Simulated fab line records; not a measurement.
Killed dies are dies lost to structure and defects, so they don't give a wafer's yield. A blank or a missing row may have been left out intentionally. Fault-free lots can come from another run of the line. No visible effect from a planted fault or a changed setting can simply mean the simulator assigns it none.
A struck lot beside a sound one	flow n5 finfet	16 steps out of a route of 1938
Sound: wafers L158.2, L158.3, L158.5. Struck: wafers L151.3, L151.5 (left out: L151.6, a lot-mate that was not struck); the cause follows at the end.
Order at every step that has rows: each side's tool, ch and its chambers, its first start. Under that, the readings that differ: sound wafers	struck wafers	difference of the means	sigmas: that difference in standard deviations of wafers without a fault.
alike: same words and numbers on both sides, and readings whose means sit less than 2 such deviations apart. not compared: any withheld reading, any reading some wafer has no value for, any bound like >300 that may hide the same value, and any number with overlapping values for which the record gives no deviation.
A row with sigmas, a row that says differs or no value, or rows on one side alone: a step with any of these is where the two part. When numbers do not overlap yet have no deviation, they are printed without sigmas and do not part them. Lack of a reading on every wafer of one side parts them only where that side has two or more wafers.

N5_BEOL_M2_CMP_52: polishes, stops on SiOC, t overpolish 6.8 s, target thk 40 nm.
  sound on cmp-04 ch 1,3, day 13 07:15; struck on cmp-04 ch 0,2, day 11 04:50
reading	sound	struck	difference	sigmas
barrier field endpoint s (s)	23.8 24.0 24.6	25.8 25.8	+1.7	+3
time to endpoint s (s)	57 59 57	70 68	+11	+3
  alike: head pressure psi, motor current A, overpolish run s
N5_BEOL_M2_THK_MEAS_53: measures by xrf.
  sound: film metro-02 at day 13 07:32; struck: film metro-02 at day 11 05:01
reading	sound	struck	difference	sigmas
M2_THK (nm)	39.2 37.9 38.0	43.3 41.7	+4.1	+3
N5_BEOL_M2_PRE_CLEAN_60: time 15 s.
  sound on cvd co-02 ch 0,1, day 13 07:35; struck on cvd co-01 ch 0,1, day 11 05:04
  alike: heater power w
N5_BEOL_M2_CO_CAP_55: material Co, precursor CCTBA/H2, target thk 2 nm, time 102.1 s.
  sound on cvd co-02 ch 0,1, day 13 07:37; struck on cvd co-01 ch 0,1, day 11 05:06
  alike: heater power w
then, 2 steps without rows for these wafers: N5_BEOL_M2_PRE_CLEAN_56 (time 15 s); N5_BEOL_M2_DEP_57 (deposits SiCN from 3MS/NH3, target thk 8 nm, time 14 s).
N5_BEOL_M2_RS_MEAS_58: measurement is done with a four-point probe.
  sound: film metro-02 at day 13 07:48; struck: film metro-01 at day 11 05:17
reading	sound	struck	difference	sigmas
M2_RS (ohm/sq)	0.696 0.726 0.724	0.612 0.640	-0.089	-3
N5_BEOL_M2_INSPECT_59: inspects for defects (darkfield).
  sound: defect inspect-01 at day 13 07:50; struck: defect inspect-01 at day 11 05:19
  alike: raw defect count
then, 1 step without rows for these wafers: N5_BEOL_M3_ILD_DEP_00 (deposits SiOC from DEMS/O2, target thk 79 nm, time 15.3 s).
N5_BEOL_M3_THK_MEAS_01:
  sound: film metro-02 at day 13 07:56; struck: film metro-02 at day 11 05:25
reading	sound	struck	difference	sigmas
M3_ILD_THK (nm)	76.6 76.8 78.3	79.1 79.9	+2.3	+2
N5_BEOL_M3_PECVD_72: deposits SiO2 from TEOS/O2, target thk 16 nm, time 18 s.
  sound on pecvd-04 ch 0,2, day 13 07:58; struck on pecvd-04 ch 0, day 11 05:27
  alike: heater power w, showerhead plenum p Torr, throttle valve pct
N5_BEOL_M3_HM_DEP_02: deposits TiN, target thk 20 nm.
  sound: pvd sputter-01 at day 13 09:04; struck: pvd sputter-01 at day 11 06:45
  alike: substrate temp c, throttle valve pct
N5_BEOL_M3_COAT_61: time 60 s, resist thk 60 nm.
  sound on litho track-02 ch 0, day 13 09:11; struck on litho track-03 ch 0, day 11 06:53
reading	sound	struck	difference	sigmas
run length s (s)	66.15 66.39 66.17	88.95 89.02	+22.75	+99 or more
then, 1 step without rows for these wafers: N5_BEOL_M3_COAT_62 (time 60 s, resist thk 12 nm).
N5_BEOL_M4_RC_MEAS_101:
  sound on prober-01 ch 0, day 14 13:50; struck on prober-01 ch 0, day 12 02:19
  alike: DIBL_N, DIBL_P, IOFF_N, IOFF_P, ION_N, ION_P, SS_N, SS_P, VT_N, VT_P
following that, these wafers have no rows for 1 step: N5_PASSIVATION_PROBE_49.

## WHERE THEY PART
Earliest at N5_BEOL_M2_CMP_52; latest, in this record, at N5_BEOL_M3_COAT_61. Later steps at which nothing parts them and some readings are alike: N5_BEOL_M4_RC_MEAS_101.

WHY: what had been put in by the simulator
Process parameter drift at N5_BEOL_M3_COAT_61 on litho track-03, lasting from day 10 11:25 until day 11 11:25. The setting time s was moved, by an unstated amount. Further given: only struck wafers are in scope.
